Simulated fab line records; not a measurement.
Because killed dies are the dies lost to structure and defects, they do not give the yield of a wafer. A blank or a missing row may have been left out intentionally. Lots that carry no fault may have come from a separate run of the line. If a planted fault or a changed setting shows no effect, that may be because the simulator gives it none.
Chamber matching + flow n5 finfet + rie si-05 running N5_BEOL_M0_SAQP_MANDREL_ETCH_103: 4 sister chambers
The step etches a-Si in HBr/Cl2, stops on SiCN, target depth 45 nm, bt time 10 s, time 27 s. 4 wafers are shown with their chamber, then 9 later ones without.

## WAFERS WITH THEIR CHAMBER
| wafer  | chamber | throttle valve pct (%) |
|--------|---------|------------------------|
| L086.1 | 3       | 35.05                  |
| L087.1 | 0       | 35.79                  |
| L089.5 | 1       | 35.62                  |
| L089.6 | 2       | 35.57                  |

## WAFERS MISSING THEIR CHAMBER
| wafer  | throttle valve pct (%) |
|--------|------------------------|
| L091.3 | 35.61                  |
| L091.5 | 35.04                  |
| L091.6 | 35.75                  |
| L093.2 | 35.78                  |
| L093.3 | 35.06                  |
| L093.5 | 35.76                  |
| L097.2 | 35.78                  |
| L097.3 | 35.06                  |
| L097.5 | 35.57                  |

## WHICH CHAMBER EACH WENT THROUGH
| wafer  | from the rows above     | in truth |
|--------|-------------------------|----------|
| L091.3 | can't be placed: 1 or 2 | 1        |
| L091.5 | 3                       | 3        |
| L091.6 | 0                       | 0        |
| L093.2 | 0                       | 0        |
| L093.3 | 3                       | 3        |
| L093.5 | 0                       | 0        |
| L097.2 | 0                       | 0        |
| L097.3 | 3                       | 3        |
| L097.5 | 2                       | 2        |
Correctly placed: 8 of 9. Cannot be placed on the basis of these rows: 1; the candidates contain the true chamber in 1. Placed wrongly: 0.
How it was worked out, from the rows above alone: a wafer's distance from a chamber is the root of the sum, over the readings, of the square of ((its reading less the chamber's mean) divided by the reading's scatter). The wafer belongs to the nearest chamber; if the next one is less than 2 further off, it can't be placed. A chamber's mean is the mean of its shown wafers. The scatter (one wafer shown for each chamber): square how far every hidden wafer sits from the nearest shown wafer, average those squares and take the square root.
